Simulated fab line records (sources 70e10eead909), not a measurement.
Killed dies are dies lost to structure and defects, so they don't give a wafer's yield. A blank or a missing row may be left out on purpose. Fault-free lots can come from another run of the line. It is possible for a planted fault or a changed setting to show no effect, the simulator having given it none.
fab line records / flow nand-harc
record: lots: 13 wafers: 39 last-day: 31
route steps=1302 shown P_M1@305 P_M2@323 END@1302
lots that met no fault: from a run of the same line without faults
start-h: hours from the record's first day to the start of the lot's first wafer shown / wait-h: hours since the lot's step before / " the same as in the row above / L1.1+2: one row covering several wafers at once / - either no value or no given start / * or withheld: withheld / < > ~ a bound
route shown NAME@n: names a module that has steps shown in the file, with the first one's number in the route / usual: mean and standard deviation over wafers with no fault / same: alike in all rows / chamber/n: place in a boat / sites: each site's reading / _std_site: the standard deviation of these / _edge_site: the outer-site mean with the inner-site mean subtracted / radius-mm: how far each site lies from the wafer's centre / mask NAME#n: copy n / behind: the most recent tool/chamber to have shaped the wafer / hold: the reason the lot was held/the length of the hold in hours/how it ended / device: the n, p or np transistor that did not switch / end of line: tests of these same wafers at the route's end / a step without rows: its recipe alone / killed: at the first sort, the dies lost to defects and structure; wafer yield is something else / map: shows each die of a wafer: x if killed, . if not, _ if none is there
set.NAME: the run value of the setting; set.NAME@STEP: its run value at that earlier step / model.NAME: the simulator's own value behind a step, which no gauge read
a sample of lots followed through the steps of the route, with each step as a table and each wafer as a row
services: from which hour (start-h, from the record's first day; less than 0 if before it) a tool's chamber was out of use, for how many hours, and why
== steps ==
step: NHARC_P_M1_DEGAS_29
recipe: temp-c: 250 time-s: 60
usual: heater-power-w: 337/39 susceptor-temp-C: 250.01/0.18
lot.wafer=L743.2 tool=pvd-sputter-02 chamber=- start-h=154.80 wait-h=- heater-power-w=280 susceptor-temp-C=250.05
lot.wafer=L743.4 tool=pvd-sputter-02 chamber=- start-h=154.80 wait-h=- heater-power-w=339 susceptor-temp-C=250.12
lot.wafer=L743.6 tool=pvd-sputter-02 chamber=- start-h=154.80 wait-h=- heater-power-w=334 susceptor-temp-C=250.16
lot.wafer=L744.1 tool=pvd-sputter-03 chamber=- start-h=167.97 wait-h=- heater-power-w=337 susceptor-temp-C=250.05
lot.wafer=L744.2 tool=pvd-sputter-03 chamber=- start-h=167.97 wait-h=- heater-power-w=268 susceptor-temp-C=249.81
lot.wafer=L744.3 tool=pvd-sputter-03 chamber=- start-h=167.97 wait-h=- heater-power-w=354 susceptor-temp-C=249.83
lot.wafer=L745.2 tool=pvd-sputter-02 chamber=- start-h=179.44 wait-h=- heater-power-w=345 susceptor-temp-C=249.83
lot.wafer=L745.1 tool=pvd-sputter-02 chamber=- start-h=179.44 wait-h=- heater-power-w=312 susceptor-temp-C=250.20
lot.wafer=L745.3 tool=pvd-sputter-02 chamber=- start-h=179.44 wait-h=- heater-power-w=282 susceptor-temp-C=250.21
lot.wafer=L746.2 tool=pvd-sputter-02 chamber=- start-h=188.84 wait-h=- heater-power-w=394 susceptor-temp-C=249.99
lot.wafer=L746.1 tool=pvd-sputter-02 chamber=- start-h=188.84 wait-h=- heater-power-w=307 susceptor-temp-C=250.35
lot.wafer=L746.6 tool=pvd-sputter-02 chamber=- start-h=188.84 wait-h=- heater-power-w=338 susceptor-temp-C=249.82
lot.wafer=L747.1 tool=pvd-sputter-02 chamber=- start-h=201.39 wait-h=- heater-power-w=310 susceptor-temp-C=250.12
lot.wafer=L747.3 tool=pvd-sputter-02 chamber=- start-h=201.39 wait-h=- heater-power-w=341 susceptor-temp-C=249.78
lot.wafer=L747.5 tool=pvd-sputter-02 chamber=- start-h=201.39 wait-h=- heater-power-w=307 susceptor-temp-C=250.16
lot.wafer=L748.2 tool=pvd-sputter-03 chamber=- start-h=214.33 wait-h=- heater-power-w=278 susceptor-temp-C=249.87
lot.wafer=L748.3 tool=pvd-sputter-03 chamber=- start-h=214.33 wait-h=- heater-power-w=371 susceptor-temp-C=249.94
lot.wafer=L748.1 tool=pvd-sputter-03 chamber=- start-h=214.33 wait-h=- heater-power-w=338 susceptor-temp-C=249.73
lot.wafer=L749.1 tool=pvd-sputter-01 chamber=- start-h=218.36 wait-h=- heater-power-w=400 susceptor-temp-C=249.90
lot.wafer=L749.2 tool=pvd-sputter-01 chamber=- start-h=218.36 wait-h=- heater-power-w=326 susceptor-temp-C=249.96
lot.wafer=L749.6 tool=pvd-sputter-01 chamber=- start-h=218.36 wait-h=- heater-power-w=348 susceptor-temp-C=249.95
lot.wafer=L750.2 tool=pvd-sputter-02 chamber=- start-h=232.58 wait-h=- heater-power-w=396 susceptor-temp-C=-
lot.wafer=L750.3 tool=pvd-sputter-02 chamber=- start-h=232.58 wait-h=- heater-power-w=293 susceptor-temp-C=-
lot.wafer=L750.6 tool=pvd-sputter-02 chamber=- start-h=232.58 wait-h=- heater-power-w=403 susceptor-temp-C=-
lot.wafer=L751.1 tool=pvd-sputter-01 chamber=- start-h=241.92 wait-h=- heater-power-w=295 susceptor-temp-C=250.00
lot.wafer=L751.4 tool=pvd-sputter-01 chamber=- start-h=241.92 wait-h=- heater-power-w=336 susceptor-temp-C=250.01
lot.wafer=L751.5 tool=pvd-sputter-01 chamber=- start-h=241.92 wait-h=- heater-power-w=393 susceptor-temp-C=250.01
lot.wafer=L752.2 tool=pvd-sputter-01 chamber=- start-h=244.70 wait-h=- heater-power-w=350 susceptor-temp-C=-
lot.wafer=L752.1 tool=pvd-sputter-01 chamber=- start-h=244.70 wait-h=- heater-power-w=295 susceptor-temp-C=-
lot.wafer=L752.5 tool=pvd-sputter-01 chamber=- start-h=244.70 wait-h=- heater-power-w=339 susceptor-temp-C=-
lot.wafer=L753.1 tool=pvd-sputter-02 chamber=- start-h=255.46 wait-h=- heater-power-w=280 susceptor-temp-C=249.67
lot.wafer=L753.4 tool=pvd-sputter-02 chamber=- start-h=255.46 wait-h=- heater-power-w=342 susceptor-temp-C=250.42
lot.wafer=L753.2 tool=pvd-sputter-02 chamber=- start-h=255.46 wait-h=- heater-power-w=315 susceptor-temp-C=249.96
lot.wafer=L755.1 tool=pvd-sputter-02 chamber=- start-h=276.57 wait-h=- heater-power-w=386 susceptor-temp-C=250.23
lot.wafer=L755.2 tool=pvd-sputter-02 chamber=- start-h=276.57 wait-h=- heater-power-w=303 susceptor-temp-C=250.26
lot.wafer=L755.6 tool=pvd-sputter-02 chamber=- start-h=276.57 wait-h=- heater-power-w=332 susceptor-temp-C=249.85
lot.wafer=L756.3 tool=pvd-sputter-03 chamber=- start-h=295.94 wait-h=- heater-power-w=374 susceptor-temp-C=250.02
lot.wafer=L756.1 tool=pvd-sputter-03 chamber=- start-h=295.94 wait-h=- heater-power-w=344 susceptor-temp-C=250.01
lot.wafer=L756.6 tool=pvd-sputter-03 chamber=- start-h=295.94 wait-h=- heater-power-w=378 susceptor-temp-C=250.18
step: NHARC_P_M1_CMP_23
recipe: t-overpolish-s: 20 target-thk-nm: 157.82
usual: motor-current-A: 12.2/1.3 time-to-endpoint-s: 29.2/2.1
lot.wafer=L743.4 tool=cmp-01 chamber=1 start-h=155.87 wait-h=- motor-current-A=11.9 time-to-endpoint-s=29.4
lot.wafer=L743.2 tool=cmp-01 chamber=0 start-h=155.87 wait-h=- motor-current-A=12.4 time-to-endpoint-s=30.8
lot.wafer=L743.6 tool=cmp-01 chamber=1 start-h=155.87 wait-h=- motor-current-A=11.5 time-to-endpoint-s=31.4
lot.wafer=L744.3 tool=cmp-02 chamber=0 start-h=169.05 wait-h=- motor-current-A=10.8 time-to-endpoint-s=32.5
lot.wafer=L744.1 tool=cmp-02 chamber=2 start-h=169.05 wait-h=- motor-current-A=14.1 time-to-endpoint-s=27.1
lot.wafer=L744.2 tool=cmp-02 chamber=3 start-h=169.05 wait-h=- motor-current-A=12.5 time-to-endpoint-s=28.4
lot.wafer=L745.3 tool=cmp-01 chamber=0 start-h=180.68 wait-h=- motor-current-A=12.2 time-to-endpoint-s=28.9
lot.wafer=L745.2 tool=cmp-01 chamber=1 start-h=180.68 wait-h=- motor-current-A=12.1 time-to-endpoint-s=25.0
lot.wafer=L745.1 tool=cmp-01 chamber=2 start-h=180.68 wait-h=- motor-current-A=13.5 time-to-endpoint-s=22.1
lot.wafer=L746.2 tool=cmp-01 chamber=3 start-h=189.97 wait-h=- motor-current-A=10.8 time-to-endpoint-s=30.0
lot.wafer=L746.1 tool=cmp-01 chamber=2 start-h=189.97 wait-h=- motor-current-A=13.2 time-to-endpoint-s=27.6
lot.wafer=L746.6 tool=cmp-01 chamber=0 start-h=189.97 wait-h=- motor-current-A=12.8 time-to-endpoint-s=28.1
lot.wafer=L747.3 tool=cmp-03 chamber=3 start-h=202.49 wait-h=- motor-current-A=11.2 time-to-endpoint-s=32.6
lot.wafer=L747.1 tool=cmp-03 chamber=1 start-h=202.49 wait-h=- motor-current-A=11.7 time-to-endpoint-s=31.5
lot.wafer=L747.5 tool=cmp-03 chamber=3 start-h=202.49 wait-h=- motor-current-A=11.0 time-to-endpoint-s=33.4
lot.wafer=L748.1 tool=cmp-03 chamber=3 start-h=215.41 wait-h=- motor-current-A=11.0 time-to-endpoint-s=30.4
lot.wafer=L748.2 tool=cmp-03 chamber=1 start-h=215.41 wait-h=- motor-current-A=11.3 time-to-endpoint-s=27.9
lot.wafer=L748.3 tool=cmp-03 chamber=2 start-h=215.41 wait-h=- motor-current-A=14.8 time-to-endpoint-s=32.0
lot.wafer=L749.2 tool=cmp-03 chamber=3 start-h=219.50 wait-h=- motor-current-A=11.1 time-to-endpoint-s=30.2
lot.wafer=L749.1 tool=cmp-03 chamber=0 start-h=219.50 wait-h=- motor-current-A=12.5 time-to-endpoint-s=29.3
lot.wafer=L749.6 tool=cmp-03 chamber=2 start-h=219.50 wait-h=- motor-current-A=15.0 time-to-endpoint-s=31.7
lot.wafer=L750.3 tool=cmp-03 chamber=3 start-h=233.79 wait-h=- motor-current-A=11.0 time-to-endpoint-s=27.7
lot.wafer=L750.2 tool=cmp-03 chamber=1 start-h=233.79 wait-h=- motor-current-A=11.0 time-to-endpoint-s=26.1
lot.wafer=L750.6 tool=cmp-03 chamber=3 start-h=233.79 wait-h=- motor-current-A=10.4 time-to-endpoint-s=26.7
lot.wafer=L751.1 tool=cmp-03 chamber=1 start-h=243.01 wait-h=- motor-current-A=12.0 time-to-endpoint-s=32.7
lot.wafer=L751.4 tool=cmp-03 chamber=2 start-h=243.01 wait-h=- motor-current-A=14.9 time-to-endpoint-s=33.6
lot.wafer=L751.5 tool=cmp-03 chamber=1 start-h=243.01 wait-h=- motor-current-A=11.9 time-to-endpoint-s=30.6
lot.wafer=L752.2 tool=cmp-01 chamber=1 start-h=245.78 wait-h=- motor-current-A=12.3 time-to-endpoint-s=32.7
lot.wafer=L752.1 tool=cmp-01 chamber=2 start-h=245.78 wait-h=- motor-current-A=13.8 time-to-endpoint-s=27.4
lot.wafer=L752.5 tool=cmp-01 chamber=2 start-h=245.78 wait-h=- motor-current-A=12.8 time-to-endpoint-s=27.9
lot.wafer=L753.4 tool=cmp-02 chamber=2 start-h=256.57 wait-h=- motor-current-A=13.4 time-to-endpoint-s=31.5
lot.wafer=L753.2 tool=cmp-02 chamber=3 start-h=256.57 wait-h=- motor-current-A=12.9 time-to-endpoint-s=31.6
lot.wafer=L753.1 tool=cmp-02 chamber=0 start-h=256.57 wait-h=- motor-current-A=11.3 time-to-endpoint-s=33.7
lot.wafer=L755.1 tool=cmp-02 chamber=0 start-h=278.92 wait-h=- motor-current-A=10.8 time-to-endpoint-s=28.3
lot.wafer=L755.2 tool=cmp-02 chamber=1 start-h=278.92 wait-h=- motor-current-A=11.3 time-to-endpoint-s=28.1
lot.wafer=L755.6 tool=cmp-02 chamber=3 start-h=278.92 wait-h=- motor-current-A=13.5 time-to-endpoint-s=25.2
lot.wafer=L756.1 tool=cmp-01 chamber=2 start-h=297.03 wait-h=- motor-current-A=13.3 time-to-endpoint-s=27.2
lot.wafer=L756.3 tool=cmp-01 chamber=3 start-h=297.03 wait-h=- motor-current-A=10.3 time-to-endpoint-s=28.8
lot.wafer=L756.6 tool=cmp-01 chamber=2 start-h=297.03 wait-h=- motor-current-A=13.8 time-to-endpoint-s=28.6
step: NHARC_P_M1_PRE_CLEAN_32
recipe: time-s: 12 temp-c: 370 rf-power-w: 300 gas: NH3
usual: heater-power-outer-w: 359/42 heater-power-w: 616/54 susceptor-temp-C: 370.00/0.22
lot.wafer=L743.2 tool=pecvd-02 chamber=2 start-h=156.46 wait-h=0.1 heater-power-outer-w=358 heater-power-w=629 since-wet-clean-h=97 susceptor-temp-C=370.29
lot.wafer=L743.4 tool=pecvd-02 chamber=1 start-h=156.46 wait-h=0.1 heater-power-outer-w=299 heater-power-w=534 since-wet-clean-h=- susceptor-temp-C=369.80
lot.wafer=L743.6 tool=pecvd-02 chamber=2 start-h=156.46 wait-h=0.1 heater-power-outer-w=371 heater-power-w=620 since-wet-clean-h=- susceptor-temp-C=370.15
lot.wafer=L744.2 tool=pecvd-02 chamber=0 start-h=169.59 wait-h=0.1 heater-power-outer-w=404 heater-power-w=630 since-wet-clean-h=111 susceptor-temp-C=370.16
lot.wafer=L744.1 tool=pecvd-02 chamber=1 start-h=169.59 wait-h=0.1 heater-power-outer-w=366 heater-power-w=658 since-wet-clean-h=111 susceptor-temp-C=369.97
lot.wafer=L744.3 tool=pecvd-02 chamber=2 start-h=169.59 wait-h=0.1 heater-power-outer-w=299 heater-power-w=547 since-wet-clean-h=111 susceptor-temp-C=369.70
lot.wafer=L745.2 tool=pecvd-01 chamber=2 start-h=181.19 wait-h=0.1 heater-power-outer-w=330 heater-power-w=538 since-wet-clean-h=38 susceptor-temp-C=370.35
lot.wafer=L745.1 tool=pecvd-01 chamber=0 start-h=181.19 wait-h=0.1 heater-power-outer-w=396 heater-power-w=676 since-wet-clean-h=38 susceptor-temp-C=369.78
lot.wafer=L745.3 tool=pecvd-01 chamber=1 start-h=181.19 wait-h=0.1 heater-power-outer-w=324 heater-power-w=605 since-wet-clean-h=38 susceptor-temp-C=370.01
lot.wafer=L746.2 tool=pecvd-01 chamber=0 start-h=190.51 wait-h=0.1 heater-power-outer-w=397 heater-power-w=681 since-wet-clean-h=48 susceptor-temp-C=369.84
lot.wafer=L746.1 tool=pecvd-01 chamber=2 start-h=190.51 wait-h=0.1 heater-power-outer-w=316 heater-power-w=510 since-wet-clean-h=48 susceptor-temp-C=370.17
lot.wafer=L746.6 tool=pecvd-01 chamber=2 start-h=190.51 wait-h=0.1 heater-power-outer-w=316 heater-power-w=516 since-wet-clean-h=- susceptor-temp-C=370.35
lot.wafer=L747.3 tool=pecvd-02 chamber=0 start-h=203.03 wait-h=0.1 heater-power-outer-w=393 heater-power-w=626 since-wet-clean-h=144 susceptor-temp-C=370.02
lot.wafer=L747.1 tool=pecvd-02 chamber=2 start-h=203.03 wait-h=0.1 heater-power-outer-w=315 heater-power-w=567 since-wet-clean-h=144 susceptor-temp-C=370.25
lot.wafer=L747.5 tool=pecvd-02 chamber=2 start-h=203.03 wait-h=0.1 heater-power-outer-w=316 heater-power-w=582 since-wet-clean-h=- susceptor-temp-C=370.37
lot.wafer=L748.1 tool=pecvd-02 chamber=1 start-h=215.98 wait-h=0.1 heater-power-outer-w=372 heater-power-w=645 since-wet-clean-h=157 susceptor-temp-C=370.03
lot.wafer=L748.2 tool=pecvd-02 chamber=2 start-h=215.98 wait-h=0.1 heater-power-outer-w=321 heater-power-w=585 since-wet-clean-h=157 susceptor-temp-C=369.52
lot.wafer=L748.3 tool=pecvd-02 chamber=0 start-h=215.98 wait-h=0.1 heater-power-outer-w=385 heater-power-w=608 since-wet-clean-h=157 susceptor-temp-C=370.27
lot.wafer=L749.2 tool=pecvd-04 chamber=0 start-h=220.00 wait-h=0.1 heater-power-outer-w=459 heater-power-w=700 since-wet-clean-h=119 susceptor-temp-C=370.03
lot.wafer=L749.1 tool=pecvd-04 chamber=1 start-h=220.00 wait-h=0.1 heater-power-outer-w=397 heater-power-w=699 since-wet-clean-h=119 susceptor-temp-C=370.10
lot.wafer=L749.6 tool=pecvd-04 chamber=0 start-h=220.00 wait-h=0.1 heater-power-outer-w=461 heater-power-w=726 since-wet-clean-h=- susceptor-temp-C=369.81
lot.wafer=L750.3 tool=pecvd-01 chamber=0 start-h=234.35 wait-h=0.1 heater-power-outer-w=382 heater-power-w=664 since-wet-clean-h=91 susceptor-temp-C=369.79
lot.wafer=L750.2 tool=pecvd-01 chamber=2 start-h=234.35 wait-h=0.1 heater-power-outer-w=277 heater-power-w=484 since-wet-clean-h=91 susceptor-temp-C=369.90
lot.wafer=L750.6 tool=pecvd-01 chamber=2 start-h=234.35 wait-h=0.1 heater-power-outer-w=284 heater-power-w=475 since-wet-clean-h=- susceptor-temp-C=369.72
lot.wafer=L751.1 tool=pecvd-01 chamber=2 start-h=243.56 wait-h=0.1 heater-power-outer-w=362 heater-power-w=586 since-wet-clean-h=101 susceptor-temp-C=369.82
lot.wafer=L751.4 tool=pecvd-01 chamber=1 start-h=243.56 wait-h=0.1 heater-power-outer-w=363 heater-power-w=657 since-wet-clean-h=- susceptor-temp-C=369.94
lot.wafer=L751.5 tool=pecvd-01 chamber=2 start-h=243.56 wait-h=0.1 heater-power-outer-w=362 heater-power-w=579 since-wet-clean-h=- susceptor-temp-C=369.91
lot.wafer=L752.2 tool=pecvd-02 chamber=2 start-h=246.31 wait-h=0.1 heater-power-outer-w=324 heater-power-w=580 since-wet-clean-h=6 susceptor-temp-C=369.78
lot.wafer=L752.1 tool=pecvd-02 chamber=0 start-h=246.31 wait-h=0.1 heater-power-outer-w=375 heater-power-w=594 since-wet-clean-h=6 susceptor-temp-C=369.74
lot.wafer=L752.5 tool=pecvd-02 chamber=1 start-h=246.31 wait-h=0.1 heater-power-outer-w=358 heater-power-w=626 since-wet-clean-h=- susceptor-temp-C=369.82
lot.wafer=L753.2 tool=pecvd-01 chamber=1 start-h=257.12 wait-h=0.1 heater-power-outer-w=342 heater-power-w=622 since-wet-clean-h=114 susceptor-temp-C=369.95
lot.wafer=L753.1 tool=pecvd-01 chamber=2 start-h=257.12 wait-h=0.1 heater-power-outer-w=290 heater-power-w=494 since-wet-clean-h=114 susceptor-temp-C=369.98
lot.wafer=L753.4 tool=pecvd-01 chamber=2 start-h=257.12 wait-h=0.1 heater-power-outer-w=290 heater-power-w=490 since-wet-clean-h=- susceptor-temp-C=369.86
lot.wafer=L755.2 tool=pecvd-02 chamber=0 start-h=279.41 wait-h=0.1 heater-power-outer-w=409 heater-power-w=647 since-wet-clean-h=39 susceptor-temp-C=369.77
lot.wafer=L755.1 tool=pecvd-02 chamber=1 start-h=279.41 wait-h=0.1 heater-power-outer-w=354 heater-power-w=610 since-wet-clean-h=39 susceptor-temp-C=370.15
lot.wafer=L755.6 tool=pecvd-02 chamber=1 start-h=279.41 wait-h=0.1 heater-power-outer-w=341 heater-power-w=611 since-wet-clean-h=- susceptor-temp-C=370.28
lot.wafer=L756.3 tool=pecvd-01 chamber=0 start-h=297.56 wait-h=0.1 heater-power-outer-w=336 heater-power-w=610 since-wet-clean-h=155 susceptor-temp-C=369.82
lot.wafer=L756.1 tool=pecvd-01 chamber=2 start-h=297.56 wait-h=0.1 heater-power-outer-w=335 heater-power-w=555 since-wet-clean-h=155 susceptor-temp-C=369.66
lot.wafer=L756.6 tool=pecvd-01 chamber=2 start-h=297.56 wait-h=0.1 heater-power-outer-w=340 heater-power-w=527 since-wet-clean-h=- susceptor-temp-C=369.91
step: NHARC_P_M2_SOFTBAKE_04
recipe: temp-c: 105 time-s: 55
usual: heater-power-total-W: 188.44/0.13
lot.wafer=L743.2 tool=litho-track-04 chamber=0 start-h=157 wait-h=- heater-power-total-W=188.41
lot.wafer=L743.4 tool=litho-track-04 chamber=0 start-h=157 wait-h=- heater-power-total-W=188.75
lot.wafer=L743.6 tool=litho-track-04 chamber=0 start-h=157 wait-h=- heater-power-total-W=188.29
lot.wafer=L744.1 tool=litho-track-06 chamber=0 start-h=170 wait-h=- heater-power-total-W=188.66
lot.wafer=L744.2 tool=litho-track-06 chamber=0 start-h=170 wait-h=- heater-power-total-W=188.65
lot.wafer=L744.3 tool=litho-track-06 chamber=0 start-h=170 wait-h=- heater-power-total-W=188.50
lot.wafer=L745.1 tool=litho-track-04 chamber=0 start-h=182 wait-h=- heater-power-total-W=188.47
lot.wafer=L745.2 tool=litho-track-04 chamber=0 start-h=182 wait-h=- heater-power-total-W=188.37
lot.wafer=L745.3 tool=litho-track-04 chamber=0 start-h=182 wait-h=- heater-power-total-W=188.29
lot.wafer=L746.1 tool=litho-track-06 chamber=0 start-h=191 wait-h=- heater-power-total-W=188.33
lot.wafer=L746.2 tool=litho-track-06 chamber=0 start-h=191 wait-h=- heater-power-total-W=188.26
lot.wafer=L746.6 tool=litho-track-06 chamber=0 start-h=191 wait-h=- heater-power-total-W=188.34
lot.wafer=L747.1 tool=litho-track-01 chamber=0 start-h=203 wait-h=- heater-power-total-W=188.37
lot.wafer=L747.3 tool=litho-track-01 chamber=0 start-h=203 wait-h=- heater-power-total-W=188.69
lot.wafer=L747.5 tool=litho-track-01 chamber=0 start-h=203 wait-h=- heater-power-total-W=188.29
lot.wafer=L748.1 tool=litho-track-04 chamber=0 start-h=216 wait-h=- heater-power-total-W=188.58
lot.wafer=L748.2 tool=litho-track-04 chamber=0 start-h=216 wait-h=- heater-power-total-W=188.44
lot.wafer=L748.3 tool=litho-track-04 chamber=0 start-h=216 wait-h=- heater-power-total-W=188.38
lot.wafer=L749.1 tool=litho-track-01 chamber=0 start-h=220 wait-h=- heater-power-total-W=188.34
lot.wafer=L749.2 tool=litho-track-01 chamber=0 start-h=220 wait-h=- heater-power-total-W=188.45
lot.wafer=L749.6 tool=litho-track-01 chamber=0 start-h=220 wait-h=- heater-power-total-W=188.42
lot.wafer=L750.2 tool=litho-track-01 chamber=0 start-h=235 wait-h=- heater-power-total-W=188.24
lot.wafer=L750.3 tool=litho-track-01 chamber=0 start-h=235 wait-h=- heater-power-total-W=188.35
lot.wafer=L750.6 tool=litho-track-01 chamber=0 start-h=235 wait-h=- heater-power-total-W=188.37
lot.wafer=L751.1 tool=litho-track-04 chamber=0 start-h=244 wait-h=- heater-power-total-W=188.33
lot.wafer=L751.4 tool=litho-track-04 chamber=0 start-h=244 wait-h=- heater-power-total-W=188.25
lot.wafer=L751.5 tool=litho-track-04 chamber=0 start-h=244 wait-h=- heater-power-total-W=188.48
lot.wafer=L752.1 tool=litho-track-04 chamber=0 start-h=247 wait-h=- heater-power-total-W=188.40
lot.wafer=L752.2 tool=litho-track-04 chamber=0 start-h=247 wait-h=- heater-power-total-W=188.46
lot.wafer=L752.5 tool=litho-track-04 chamber=0 start-h=247 wait-h=- heater-power-total-W=188.64
lot.wafer=L753.1 tool=litho-track-06 chamber=0 start-h=258 wait-h=- heater-power-total-W=188.37
lot.wafer=L753.2 tool=litho-track-06 chamber=0 start-h=258 wait-h=- heater-power-total-W=188.26
lot.wafer=L753.4 tool=litho-track-06 chamber=0 start-h=258 wait-h=- heater-power-total-W=188.72
lot.wafer=L755.1 tool=litho-track-04 chamber=0 start-h=280 wait-h=- heater-power-total-W=188.38
lot.wafer=L755.2 tool=litho-track-04 chamber=0 start-h=280 wait-h=- heater-power-total-W=188.33
lot.wafer=L755.6 tool=litho-track-04 chamber=0 start-h=280 wait-h=- heater-power-total-W=188.66
lot.wafer=L756.1 tool=litho-track-04 chamber=0 start-h=298 wait-h=- heater-power-total-W=212.48
lot.wafer=L756.3 tool=litho-track-04 chamber=0 start-h=298 wait-h=- heater-power-total-W=188.73
lot.wafer=L756.6 tool=litho-track-04 chamber=0 start-h=298 wait-h=- heater-power-total-W=188.28
step: NHARC_END_SORT_01
recipe: temp-c: 25
usual: defect-limited-yield: 90/3.3 killed-at-array: 61/23 killed-at-other: 1.3/1.4 killed-at-periphery: 4.0/2.6 killed-dies: 66/22 killed-open: 3.4/1.8 killed-short: 2.3/1.4
same: gross-dies: 677
lot.wafer=L751.1 tool=prober-01 chamber=0 start-h=663.75 wait-h=2.5 defect-limited-yield[%]=93 killed-at-array=41 killed-at-other=2 killed-at-periphery=3 killed-dies=46 killed-open=1 killed-short=4
lot.wafer=L751.4 tool=prober-01 chamber=0 start-h=666.15 wait-h=3.4 defect-limited-yield[%]=93 killed-at-array=43 killed-at-other=0 killed-at-periphery=3 killed-dies=46 killed-open=3 killed-short=5
lot.wafer=L751.5 tool=prober-01 chamber=0 start-h=666.95 wait-h=3.7 defect-limited-yield[%]=93 killed-at-array=42 killed-at-other=1 killed-at-periphery=3 killed-dies=46 killed-open=1 killed-short=5
lot.wafer=L750.2 tool=prober-02 chamber=0 start-h=668.43 wait-h=2.8 defect-limited-yield[%]=96 killed-at-array=21 killed-at-other=1 killed-at-periphery=2 killed-dies=24 killed-open=0 killed-short=0
lot.wafer=L750.3 tool=prober-02 chamber=0 start-h=669.24 wait-h=3.1 defect-limited-yield[%]=95 killed-at-array=24 killed-at-other=4 killed-at-periphery=4 killed-dies=32 killed-open=1 killed-short=5
lot.wafer=L750.6 tool=prober-02 chamber=0 start-h=671.66 wait-h=4.0 defect-limited-yield[%]=97 killed-at-array=17 killed-at-other=2 killed-at-periphery=1 killed-dies=20 killed-open=2 killed-short=2
killed by level:class
L751.1 A_CHANNEL_HOLE_D2:chamber-film-flake=26 A_CHANNEL_HOLE_D1:chamber-film-flake=4 A_STAIRCASE:chamber-film-flake=3 THIN_TSV:chamber-film-flake=2 P_GATE:geometric-particle:short=1 A_ONON_D1:geometric-particle:open=1 A_DECK1_JOINT:geometric-particle:short=1 A_SGD_CUT:geometric-particle:short=1
L751.4 A_CHANNEL_HOLE_D2:chamber-film-flake=21 A_CHANNEL_HOLE_D1:chamber-film-flake=10 A_CONTACT:chamber-film-flake=3 A_ONON_D1:geometric-particle:short=2 P_CONTACT:geometric-particle:short=1 P_M0:geometric-particle:open=1 A_CHANNEL_HOLE_D2:geometric-particle:open=1 A_CHANNEL_FILL_D2:geometric-particle:short=1
L751.5 A_CHANNEL_HOLE_D2:chamber-film-flake=22 A_CHANNEL_HOLE_D1:chamber-film-flake=8 A_SGD_CUT:chamber-film-flake=3 A_WL_FILL:chamber-film-flake=2 P_GATE:geometric-particle:short=1 A_DECK1_JOINT:geometric-particle:short=1 A_CHANNEL_FILL_D2:geometric-particle:short=1 A_CHANNEL_FILL_D2:geometric-particle:open=1
L750.2 A_CHANNEL_HOLE_D1:chamber-film-flake=9 A_CONTACT:chamber-film-flake=6 A_STAIRCASE:chamber-film-flake=4 P_ZERO_WELL:chamber-film-flake=2 A_CHANNEL_HOLE_D2:chamber-film-flake=1 A_BLC:chamber-film-flake=1 THIN_TSV:chamber-film-flake=1
L750.3 A_CHANNEL_HOLE_D1:chamber-film-flake=7 A_CONTACT:chamber-film-flake=6 THIN_TSV:chamber-film-flake=4 A_STAIRCASE:chamber-film-flake=3 P_ZERO_WELL:chamber-film-flake=2 A_SLIT:chamber-film-flake=2 P_STI:geometric-particle:short=1 P_CONTACT:geometric-particle:open=1
L750.6 A_CHANNEL_HOLE_D1:chamber-film-flake=7 A_CONTACT:chamber-film-flake=3 A_STAIRCASE:chamber-film-flake=2 THIN_TSV:chamber-film-flake=2 P_GATE:geometric-particle:open=1 A_SOURCE_PLATE:geometric-particle:short=1 A_DECK1_JOINT:geometric-particle:open=1 A_CHANNEL_FILL_D2:geometric-particle:short=1
== services ==
tool=pvd-sputter-03 chamber=- start-h=133.99 hours=0.9 kind=repair
tool=cmp-02 chamber=- start-h=134.52 hours=4.0 kind=pm
tool=pvd-sputter-03 chamber=- start-h=136.72 hours=0.8 kind=repair
tool=cmp-02 chamber=- start-h=138.75 hours=0.8 kind=repair
tool=litho-track-01 chamber=- start-h=155.01 hours=7.0 kind=pm
tool=cmp-03 chamber=- start-h=163.23 hours=4.0 kind=pm
tool=pvd-sputter-03 chamber=- start-h=165.47 hours=0.7 kind=repair
tool=pvd-sputter-03 chamber=- start-h=170.10 hours=10.0 kind=pm
tool=pecvd-01 chamber=- start-h=170.44 hours=0.2 kind=repair
tool=pvd-sputter-01 chamber=- start-h=175.57 hours=34.0 kind=repair
tool=litho-track-06 chamber=- start-h=179.00 hours=7.0 kind=pm
tool=pvd-sputter-03 chamber=- start-h=181.18 hours=4.1 kind=repair
tool=cmp-01 chamber=- start-h=185.50 hours=4.0 kind=pm
tool=cmp-01 chamber=- start-h=201.03 hours=0.5 kind=repair
tool=litho-track-04 chamber=- start-h=203.00 hours=7.0 kind=pm
tool=pvd-sputter-01 chamber=- start-h=226.00 hours=10.0 kind=pm
tool=pecvd-02 chamber=- start-h=227.11 hours=13.0 kind=pm
tool=cmp-03 chamber=- start-h=229.11 hours=0.7 kind=repair
tool=cmp-02 chamber=- start-h=232.52 hours=4.0 kind=pm
tool=pecvd-01 chamber=0 start-h=236.77 hours=17.1 kind=repair
tool=cmp-03 chamber=- start-h=252.05 hours=40.1 kind=repair
tool=cmp-01 chamber=- start-h=265.68 hours=0.6 kind=repair
tool=pvd-sputter-02 chamber=- start-h=282.02 hours=10.0 kind=pm
tool=cmp-01 chamber=- start-h=283.50 hours=4.0 kind=pm
== key ==
first-sign: step: NHARC_P_M2_SOFTBAKE_04 reading: heater-power-total-W direction: up sigmas: 99+ usual: * struck: *
effect none on later readings
met-at NHARC_P_M2_SOFTBAKE_04
struck-lots L756
struck-wafers L756.1
not-acting-at NHARC_P_M1_DEGAS_29,NHARC_P_M1_CMP_23,NHARC_P_M1_PRE_CLEAN_32
onset-between 280 298
fault: kind: process-parameter-drift tool: litho-track-04 chamber: - onset-h: 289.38 steps: NHARC_P_M2_SOFTBAKE_04 channel: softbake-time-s offset: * shape: step end-h: 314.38 scope: struck-wafers-only acts-in: * stated: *
